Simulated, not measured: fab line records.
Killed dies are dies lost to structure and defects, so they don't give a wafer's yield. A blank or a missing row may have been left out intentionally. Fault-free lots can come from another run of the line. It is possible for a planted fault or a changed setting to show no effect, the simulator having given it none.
fab line records + flow nandHarc
[record]
- lots = 12
- wafers = 36
- lastDay = 34
route steps=1302 shown A_CONTACT@1081 END@1302
lots untouched by any fault: they come from a run of this same line in which no faults occurred
startH: hours from the record's opening day to when the first of the lot's shown wafers began + waitH: time in hours since the lot's previous step + " the same as in the row above + L1.1+2: one row covering several wafers at once + - no value present, or no start provided + * or withheld: withheld + < > ~ a bound
route shown NAME@n: names a module that has steps shown in the file, with the first one's number in the route + usual: average and standard deviation across the fault-free wafers + same: alike in all rows + chamber/n: place in a boat + sites: each site's reading + _std_site: the values' standard deviation + _edge_site: the outer-site mean with the inner-site mean subtracted + radiusMm: for every site, how far away it sits from the centre of the wafer + mask NAME#n: copy n + behind: the last tool/chamber to shape the wafer + hold: reason for holding the lot/hours on hold/outcome of the hold + device: the transistor (n, p or np) that didn't switch + end of line: tests run on the same wafers once the route is complete + a step with no rows: only its recipe + killed: not the wafer's yield, but the dies lost to structure and defects at the first sort + map: per-die view of a wafer (x killed, . not killed, _ where there is no die)
set.NAME: the setting as run; set.NAME@STEP: as run at that earlier step + model.NAME: the simulator's own value behind a step, which no gauge read
route steps across a sampled set of lots; one table per step, one row per wafer
services: the hour from which a tool's chamber was out of use, counted from the record's first day as startH (under 0 if before that day), plus the number of hours and why
[[steps]]
[step NHARC_A_CONTACT_DESCUM_13]
[recipe]
- timeS = 3
- o2FlowSccm = 200
- arFlowSccm = 0
- biasPowerW = 0
- chemistry = O2
[usual]
- drypumpMotorCurrentA = 5.6/0.46
- oesProductAu = 0.995/0.01
- rfVppV = 57.8/0.92
- showerheadPlenumPTorr = 1.91/0.1
- throttleValvePct = 11.311/0.0092
[same]
- timeS = 3
| lot.wafer | tool       | chamber | startH | waitH | drypumpMotorCurrentA | oesProductAu | rfHoursCounterH | rfVppV | showerheadPlenumPTorr | throttleValvePct |
|-----------|------------|---------|--------|-------|----------------------|--------------|-----------------|--------|-----------------------|------------------|
| L267.2    | rieDiel-06 | 3       | 514.14 | 0.1   | 5.6                  | 0.994        | 3               | 58.0   | 1.81                  | 11.328           |
| L267.3    | "          | 1       | "      | "     | 5.3                  | 0.981        | 3               | 57.6   | 1.87                  | 11.327           |
| L267.6    | "          | 3       | "      | "     | 5.6                  | 0.987        | -               | 57.8   | 1.81                  | 11.312           |
| L269.1    | rieDiel-07 | 1       | 525.83 | 0.1   | 6.3                  | 1.000        | 13              | 57.6   | 1.95                  | 11.299           |
| L269.6    | "          | 2       | "      | "     | 5.2                  | 0.982        | -               | 58.1   | 2.03                  | 11.315           |
| L269.5    | "          | 3       | "      | "     | 5.5                  | 0.993        | -               | 55.1   | 1.77                  | 11.289           |
| L272.3    | rieDiel-06 | 1       | 547.13 | 0.1   | 5.3                  | 0.985        | 10              | 57.6   | 1.87                  | 11.297           |
| L272.2    | "          | 2       | "      | "     | 6.0                  | 0.994        | 9               | 56.9   | 1.80                  | 11.306           |
| L272.6    | "          | 3       | "      | "     | 5.6                  | 0.999        | -               | 58.0   | 1.80                  | 11.305           |
| L273.1    | rieDiel-07 | 0       | 563.90 | 0.1   | 4.9                  | 0.988        | 27              | 55.8   | 1.86                  | 11.305           |
| L273.2    | "          | 1       | "      | "     | 6.2                  | 1.010        | 26              | 58.0   | 1.94                  | 11.306           |
| L273.6    | "          | 0       | "      | "     | 4.9                  | 0.989        | -               | 58.8   | 1.86                  | 11.309           |
| L275.2    | rieDiel-11 | 3       | 586.74 | 0.1   | 5.5                  | 0.996        | 57              | 58.9   | 1.97                  | 11.320           |
| L275.3    | "          | 1       | "      | "     | 6.4                  | 0.998        | 56              | 59.3   | 2.04                  | 11.326           |
| L275.6    | "          | 0       | "      | "     | 5.3                  | 1.004        | -               | 58.5   | 1.80                  | 11.301           |
| L274.3    | rieDiel-06 | 3       | 603.88 | 0.1   | 5.6                  | 1.002        | 17              | 58.3   | 1.80                  | 11.307           |
| L274.1    | "          | 1       | "      | "     | 5.3                  | 0.973        | 16              | 57.2   | 1.86                  | 11.318           |
| L274.5    | "          | 2       | "      | "     | 6.0                  | 0.996        | -               | 57.4   | 1.80                  | 11.313           |
| L278.2    | rieDiel-06 | 0       | 626.15 | 0.1   | 4.9                  | 0.990        | 19              | 58.6   | 2.06                  | 11.309           |
| L278.1    | "          | 1       | "      | "     | 5.3                  | 0.971        | 21              | 55.9   | 1.86                  | 11.306           |
| L278.3    | "          | 3       | "      | "     | 5.6                  | 0.982        | 22              | 56.9   | 1.80                  | 11.319           |
| L280.3    | rieDiel-07 | 3       | 645.29 | 0.1   | 5.6                  | 0.991        | 66              | 57.7   | 1.76                  | 11.311           |
| L280.6    | "          | 1       | "      | "     | 6.3                  | 0.989        | -               | 57.5   | 1.93                  | 11.305           |
| L280.5    | "          | 2       | "      | "     | 5.2                  | 1.001        | -               | 56.7   | 2.02                  | 11.321           |
| L281.1    | rieDiel-06 | 1       | 654.40 | 0.1   | 5.3                  | 0.997        | 23              | 58.0   | 1.86                  | 11.307           |
| L281.6    | "          | 1       | "      | "     | 5.3                  | 0.988        | -               | 58.2   | 1.86                  | 11.305           |
| L281.5    | "          | 2       | "      | "     | 6.0                  | 1.002        | -               | 57.2   | 1.80                  | 11.312           |
| L288.4    | rieDiel-07 | 1       | 721.98 | 0.1   | 6.2                  | 1.011        | 20              | 58.2   | 1.92                  | 11.317           |
| L288.1    | "          | 3       | "      | "     | 5.6                  | 0.981        | 22              | 59.1   | 2.07                  | 11.305           |
| L288.5    | "          | 2       | "      | "     | 5.2                  | 0.996        | -               | 58.1   | 2.01                  | 11.320           |
| L289.3    | rieDiel-06 | 1       | 737.50 | 0.1   | 5.3                  | 0.986        | 11              | 57.2   | 1.86                  | 11.290           |
| L289.2    | "          | 3       | "      | "     | 5.6                  | 1.006        | 12              | 58.2   | 1.79                  | 11.317           |
| L289.6    | "          | 0       | "      | "     | 5.0                  | 1.006        | -               | 59.7   | 2.06                  | 11.302           |
| L290.3    | rieDiel-11 | 2       | 760.70 | 0.1   | 6.0                  | 1.006        | 42              | 57.8   | 2.00                  | 11.316           |
| L290.5    | "          | 2       | "      | "     | 6.0                  | 1.006        | -               | 57.7   | 2.00                  | 11.314           |
| L290.6    | "          | 3       | "      | "     | 5.5                  | 1.008        | -               | 59.2   | 1.94                  | 11.321           |
[step NHARC_A_CONTACT_ETCH_137]
[recipe]
- sourceW = withheld
- pressureMtorr = 20
- biasV = 1200
- timeS = 311
- targetDepthA = 19120
- arFlowSccm = withheld
- c4f8FlowSccm = withheld
- o2FlowSccm = withheld
- chemistry = C4F8/O2/Ar
[same]
- timeS = 311
| lot.wafer | tool          | chamber | startH | waitH | rfHoursCounterH |
|-----------|---------------|---------|--------|-------|-----------------|
| L267.2    | harCapEtch-01 | 0       | 516.05 | 0.2   | 1               |
| L267.3    | "             | 1       | "      | "     | -               |
| L267.6    | "             | 1       | "      | "     | -               |
| L269.1    | harCapEtch-03 | 0       | 527.66 | 0.2   | 51              |
| L269.6    | "             | 0       | "      | "     | -               |
| L269.5    | "             | 1       | "      | "     | -               |
| L272.2    | harCapEtch-01 | 0       | 549.02 | 0.2   | 9               |
| L272.3    | "             | 1       | "      | "     | -               |
| L272.6    | "             | 0       | "      | "     | -               |
| L273.1    | harCapEtch-03 | 0       | 565.78 | 0.2   | 57              |
| L273.2    | "             | 1       | "      | "     | 57              |
| L273.6    | "             | 1       | "      | "     | -               |
| L275.2    | harCapEtch-03 | 0       | 589.12 | 0.3   | 60              |
| L275.3    | "             | 0       | "      | "     | -               |
| L275.6    | "             | 1       | "      | "     | -               |
| L274.1    | harCapEtch-03 | 0       | 606.00 | 0.2   | 64              |
| L274.3    | "             | 0       | "      | "     | -               |
| L274.5    | "             | 1       | "      | "     | -               |
| L278.2    | harCapEtch-02 | 1       | 628.02 | 0.2   | 109             |
| L278.1    | "             | 0       | "      | "     | 109             |
| L278.3    | "             | 1       | "      | "     | -               |
| L280.3    | harCapEtch-02 | 0       | 647.27 | 0.2   | -               |
| L280.6    | "             | 1       | "      | "     | -               |
| L280.5    | "             | 0       | "      | "     | -               |
| L281.1    | harCapEtch-01 | 0       | 656.28 | 0.2   | 25              |
| L281.6    | "             | 0       | "      | "     | -               |
| L281.5    | "             | 1       | "      | "     | -               |
| L288.1    | harCapEtch-03 | 0       | 724.15 | 0.3   | 84              |
| L288.4    | "             | 0       | "      | "     | -               |
| L288.5    | "             | 1       | "      | "     | -               |
| L289.2    | harCapEtch-02 | 0       | 739.41 | 0.2   | 129             |
| L289.3    | "             | 1       | "      | "     | -               |
| L289.6    | "             | 1       | "      | "     | -               |
| L290.3    | harCapEtch-03 | 0       | 763.13 | 0.3   | -               |
| L290.6    | "             | 0       | "      | "     | -               |
| L290.5    | "             | 1       | "      | "     | -               |
[step NHARC_A_CONTACT_ETCH_139]
[recipe]
- sourceW = withheld
- pressureMtorr = 20
- biasV = 400
- timeS = 195
- targetDepthA = 8400
- arFlowSccm = withheld
- c4f8FlowSccm = 11.5
- o2FlowSccm = 7.2
- chemistry = C4F8/O2/Ar
[same]
- timeS = 195
| lot.wafer | tool          | chamber | startH | waitH | rfHoursCounterH |
|-----------|---------------|---------|--------|-------|-----------------|
| L267.2    | harCapEtch-01 | 0       | 516.59 | 0.2   | 1               |
| L267.3    | "             | 1       | "      | "     | -               |
| L267.6    | "             | 1       | "      | "     | -               |
| L269.1    | harCapEtch-03 | 0       | 528.21 | 0.2   | 51              |
| L269.6    | "             | 0       | "      | "     | -               |
| L269.5    | "             | 1       | "      | "     | -               |
| L272.2    | harCapEtch-01 | 0       | 549.56 | 0.2   | 10              |
| L272.3    | "             | 1       | "      | "     | -               |
| L272.6    | "             | 0       | "      | "     | -               |
| L273.1    | harCapEtch-03 | 0       | 566.31 | 0.2   | 58              |
| L273.2    | "             | 1       | "      | "     | 58              |
| L273.6    | "             | 1       | "      | "     | -               |
| L275.2    | harCapEtch-03 | 0       | 589.85 | 0.3   | 61              |
| L275.3    | "             | 0       | "      | "     | -               |
| L275.6    | "             | 1       | "      | "     | -               |
| L274.1    | harCapEtch-03 | 0       | 606.54 | 0.2   | 64              |
| L274.3    | "             | 0       | "      | "     | -               |
| L274.5    | "             | 1       | "      | "     | -               |
| L278.2    | harCapEtch-02 | 1       | 628.56 | 0.2   | 109             |
| L278.1    | "             | 0       | "      | "     | 109             |
| L278.3    | "             | 1       | "      | "     | -               |
| L280.3    | harCapEtch-02 | 0       | 647.82 | 0.2   | -               |
| L280.6    | "             | 1       | "      | "     | -               |
| L280.5    | "             | 0       | "      | "     | -               |
| L281.1    | harCapEtch-01 | 0       | 656.82 | 0.2   | 25              |
| L281.6    | "             | 0       | "      | "     | -               |
| L281.5    | "             | 1       | "      | "     | -               |
| L288.1    | harCapEtch-03 | 0       | 724.88 | 0.3   | 85              |
| L288.4    | "             | 0       | "      | "     | -               |
| L288.5    | "             | 1       | "      | "     | -               |
| L289.2    | harCapEtch-02 | 0       | 739.96 | 0.2   | 129             |
| L289.3    | "             | 1       | "      | "     | -               |
| L289.6    | "             | 1       | "      | "     | -               |
| L290.3    | harCapEtch-03 | 0       | 763.85 | 0.3   | -               |
| L290.6    | "             | 0       | "      | "     | -               |
| L290.5    | "             | 1       | "      | "     | -               |
[step NHARC_A_CONTACT_CVD_19]
[recipe]
- targetThkA = 3000
- tempC = 300
- pressureTorr = 40
- wf6FlowSccm = 40
- h2FlowSccm = 1600
- arFlowSccm = 1560
- timeS = 802
- material = W
[usual]
- heaterPowerW = 485/30
- throttleValvePct = 8.0/0.37
| lot.wafer | tool    | chamber | startH | waitH | heaterPowerW | throttleValvePct |
|-----------|---------|---------|--------|-------|--------------|------------------|
| L267.2    | cvdW-02 | 1       | 518.96 | -     | 507          | 7.9              |
| L267.3    | "       | 0       | "      | "     | 460          | 8.3              |
| L267.6    | "       | 1       | "      | "     | 502          | 7.6              |
| L269.1    | cvdW-01 | 0       | 530.25 | -     | 435          | 8.7              |
| L269.5    | "       | 1       | "      | "     | 511          | 7.6              |
| L269.6    | "       | 0       | "      | "     | 435          | 8.6              |
| L272.2    | cvdW-02 | 1       | 551.57 | -     | 495          | 8.0              |
| L272.3    | "       | 1       | "      | "     | 504          | 8.1              |
| L272.6    | "       | 1       | "      | "     | 500          | 7.6              |
| L273.1    | cvdW-02 | 1       | 568.24 | -     | 495          | 7.8              |
| L273.2    | "       | 0       | "      | "     | 461          | 8.2              |
| L273.6    | "       | 1       | "      | "     | 496          | 8.1              |
| L275.2    | cvdW-02 | 1       | 592.29 | -     | 511          | 7.8              |
| L275.3    | "       | 0       | "      | "     | 456          | 8.3              |
| L275.6    | "       | 0       | "      | "     | 474          | 8.0              |
| L274.1    | cvdW-01 | 1       | 608.58 | -     | 501          | 7.4              |
| L274.3    | "       | 1       | "      | "     | 518          | 7.9              |
| L274.5    | "       | 0       | "      | "     | 449          | 8.6              |
| L278.2    | cvdW-02 | 0       | 630.79 | -     | 464          | 8.3              |
| L278.1    | "       | 1       | "      | "     | 492          | 8.3              |
| L278.3    | "       | 0       | "      | "     | 469          | 7.7              |
| L280.3    | cvdW-02 | 0       | 649.84 | -     | 482          | 8.0              |
| L280.5    | "       | 0       | "      | "     | 493          | 8.1              |
| L280.6    | "       | 1       | "      | "     | 498          | 7.6              |
| L281.1    | cvdW-01 | 1       | 658.73 | -     | 506          | 7.5              |
| L281.6    | "       | 1       | "      | "     | 531          | 7.5              |
| L281.5    | "       | 0       | "      | "     | 451          | 8.8              |
| L288.1    | cvdW-01 | 1       | 726.95 | -     | 532          | 7.9              |
| L288.4    | "       | 1       | "      | "     | 532          | 7.5              |
| L288.5    | "       | 0       | "      | "     | 468          | 8.7              |
| L289.2    | cvdW-01 | 1       | 741.93 | -     | 528          | 7.5              |
| L289.3    | "       | 0       | "      | "     | 435          | 8.6              |
| L289.6    | "       | 0       | "      | "     | 428          | 8.3              |
| L290.3    | cvdW-01 | 1       | 766.13 | -     | 542          | 7.3              |
| L290.6    | "       | 0       | "      | "     | 439          | 8.3              |
| L290.5    | "       | 1       | "      | "     | 549          | 7.7              |
[step NHARC_A_CONTACT_CMP_20]
[recipe]
- tOverpolishS = 30
- targetThkNm = 300
[usual]
- motorCurrentA = 12.1/1.1
- overpolishRunS = 30.000/0.0092
- timeToEndpointS = 60/3.5
| lot.wafer | tool   | chamber | startH | waitH | motorCurrentA | overpolishRunS | timeToEndpointS |
|-----------|--------|---------|--------|-------|---------------|----------------|-----------------|
| L267.3    | cmp-01 | 3       | 519.85 | 0.4   | 11.5          | 29.993         | 59              |
| L267.2    | "      | 0       | "      | "     | 12.1          | 30.004         | 60              |
| L267.6    | "      | 3       | "      | "     | 11.3          | 29.970         | 54              |
| L269.1    | cmp-04 | 3       | 531.01 | 0.6   | 11.4          | 29.989         | 60              |
| L269.6    | "      | 3       | "      | "     | 11.5          | 29.990         | 60              |
| L269.5    | "      | 0       | "      | "     | 12.7          | 30.001         | 66              |
| L272.3    | cmp-01 | 2       | 552.40 | 0.4   | 10.0          | 30.006         | 55              |
| L272.2    | "      | 3       | "      | "     | 11.5          | 30.007         | 59              |
| L272.6    | "      | 1       | "      | "     | 12.7          | 29.984         | 57              |
| L273.2    | cmp-04 | 3       | 569.17 | 0.7   | 11.4          | 29.996         | 59              |
| L273.1    | "      | 0       | "      | "     | 13.4          | 30.010         | 63              |
| L273.6    | "      | 2       | "      | "     | 13.0          | 29.984         | 58              |
| L275.3    | cmp-04 | 3       | 593.18 | 0.4   | 11.5          | 30.000         | 58              |
| L275.2    | "      | 1       | "      | "     | 13.5          | 30.001         | 59              |
| L275.6    | "      | 3       | "      | "     | 11.9          | 30.008         | 58              |
| L274.3    | cmp-04 | 2       | 609.35 | 0.4   | 14.0          | 30.000         | 56              |
| L274.1    | "      | 1       | "      | "     | 13.2          | 29.996         | 56              |
| L274.5    | "      | 2       | "      | "     | 14.5          | 30.003         | 59              |
| L278.2    | cmp-04 | 3       | 631.66 | 0.7   | 12.1          | 30.004         | 28              |
| L278.1    | "      | 1       | "      | "     | 12.3          | 29.989         | 64              |
| L278.3    | "      | 2       | "      | "     | 13.7          | 29.993         | 30              |
| L280.3    | cmp-01 | 1       | 650.55 | 0.6   | 13.0          | 29.990         | 26              |
| L280.6    | "      | 2       | "      | "     | 9.9           | 29.999         | 57              |
| L280.5    | "      | 3       | "      | "     | 11.6          | 29.992         | 28              |
| L281.1    | cmp-04 | 3       | 659.65 | 0.8   | 11.8          | 29.992         | 61              |
| L281.5    | "      | 2       | "      | "     | 13.5          | 29.988         | 63              |
| L281.6    | "      | 3       | "      | "     | 11.5          | 29.979         | 60              |
| L288.4    | cmp-02 | 3       | 727.71 | 0.4   | 11.2          | 30.008         | 60              |
| L288.1    | "      | 1       | "      | "     | 11.4          | 30.002         | 56              |
| L288.5    | "      | 0       | "      | "     | 13.0          | 29.997         | 66              |
| L289.2    | cmp-04 | 2       | 742.82 | 0.8   | 14.0          | 30.002         | 62              |
| L289.3    | "      | 3       | "      | "     | 11.9          | 30.001         | 63              |
| L289.6    | "      | 2       | "      | "     | 13.4          | 30.017         | 62              |
| L290.3    | cmp-02 | 2       | 766.64 | 0.4   | 11.7          | 29.981         | 61              |
| L290.6    | "      | 2       | "      | "     | 11.8          | 30.017         | 63              |
| L290.5    | "      | 3       | "      | "     | 10.8          | 30.013         | 59              |
[step NHARC_END_SORT_01]
[recipe]
- tempC = 25
[usual]
- killedAtArray = 61/20
- killedAtOther = 0.9/1.1
- killedAtPeriphery = 3.7/2.5
- killedDies = 65/21
- killedOpen = 3.3/1.8
- killedShort = 2.3/1.5
[same]
- grossDies = 677
| lot.wafer | tool      | chamber | startH | waitH | killedAtArray | killedAtOther | killedAtPeriphery | killedDies | killedOpen | killedShort |
|-----------|-----------|---------|--------|-------|---------------|---------------|-------------------|------------|------------|-------------|
| L281.1    | prober-01 | 0       | 708.85 | 2.5   | 34            | 1             | 3                 | 38         | 4          | 2           |
| L281.5    | prober-01 | 0       | 712.07 | 3.7   | 44            | 2             | 2                 | 48         | 4          | 3           |
| L281.6    | prober-01 | 0       | 712.87 | 4.0   | 47            | 0             | 4                 | 51         | 5          | 1           |
// killed by level:class
L281.1 A_CHANNEL_HOLE_D2:chamberFilmFlake=14 A_CHANNEL_HOLE_D1:chamberFilmFlake=5 A_SLIT:chamberFilmFlake=4 A_DECK1_JOINT:chamberFilmFlake=3 A_CONTACT:chamberFilmFlake=3 P_M0:geometricParticle:open=2 A_ONON_D2:geometricParticle:short=1 A_CHANNEL_HOLE_D2:geometricParticle:short=1
L281.5 A_CHANNEL_HOLE_D2:chamberFilmFlake=19 A_CHANNEL_HOLE_D1:chamberFilmFlake=7 A_CONTACT:chamberFilmFlake=4 A_ZERO_WELL:chamberFilmFlake=3 A_SLIT:chamberFilmFlake=3 THIN_TSV:chamberFilmFlake=2 P_M0:geometricParticle:open=1 P_M1:geometricParticle:open=1
L281.6 A_CHANNEL_HOLE_D2:chamberFilmFlake=22 A_CHANNEL_HOLE_D1:chamberFilmFlake=9 A_CONTACT:chamberFilmFlake=6 A_DECK1_JOINT:chamberFilmFlake=4 P_M0:geometricParticle:open=1 P_M0:geometricParticle:short=1 A_ONON_D1:geometricParticle:open=1 A_DECK1_JOINT:geometricParticle:open=1
[[services]]
| tool          | chamber | startH | hours | kind   |
|---------------|---------|--------|-------|--------|
| harCapEtch-01 | -       | 497.00 | 17.0  | pm     |
| cmp-04        | -       | 517.00 | 4.0   | pm     |
| cvdW-01       | -       | 547.00 | 13.0  | pm     |
| rieDiel-07    | 2       | 577.42 | 6.4   | repair |
| cvdW-01       | -       | 581.14 | 2.6   | repair |
| cmp-04        | -       | 593.68 | 0.4   | repair |
| rieDiel-06    | 0       | 600.53 | 8.0   | repair |
| cmp-04        | -       | 606.84 | 0.4   | repair |
| cmp-04        | -       | 615.00 | 4.0   | pm     |
| harCapEtch-03 | -       | 622.86 | 0.5   | repair |
| cvdW-01       | -       | 623.07 | 0.4   | repair |
| cvdW-02       | -       | 625.21 | 0.8   | repair |
| cmp-04        | -       | 626.20 | 1.3   | repair |
| cvdW-02       | -       | 631.52 | 13.0  | pm     |
| cmp-04        | -       | 644.70 | 1.2   | repair |
| rieDiel-07    | -       | 649.29 | 9.0   | pm     |
| rieDiel-06    | -       | 661.23 | 9.0   | pm     |
| harCapEtch-01 | -       | 668.66 | 2.5   | repair |
| cmp-04        | -       | 713.00 | 4.0   | pm     |
| cvdW-01       | -       | 728.00 | 13.0  | pm     |
| rieDiel-06    | 2       | 743.08 | 4.0   | repair |
| harCapEtch-02 | -       | 754.00 | 17.0  | pm     |
| cmp-04        | -       | 755.11 | 1.1   | repair |
| rieDiel-06    | 0       | 755.14 | 10.5  | repair |
[[key]]
[firstSign]
- step = NHARC_A_CONTACT_CMP_20
- reading = timeToEndpointS
- direction = down
- sigmas = 9.1
- usual = *
- struck = *
effect none on later readings
metAt NHARC_A_CONTACT_CVD_19
struckLots L278,L280
struckWafers L278.2,L278.3,L280.3,L280.5
testerLeftOut L278,L280
notActingAt NHARC_A_CONTACT_DESCUM_13,NHARC_A_CONTACT_ETCH_137,NHARC_A_CONTACT_ETCH_139
onsetBetween 592.29 630.79
[fault]
- kind = processParameterDrift
- tool = cvdW-02
- chamber = 0
- onsetH = 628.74
- steps = NHARC_A_CONTACT_CVD_19
- channel = targetThkA
- offset = *
- shape = step
- endH = 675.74
- actsIn = *
- stated = *
// testerLeftOut: of these lots the tester's yield and bins aren't shown, on N5 and GAA mostly nor the transistor test; their killed dies are dies lost to structure and defects alone, not to doping, threshold or leakage, so they don't give the yield
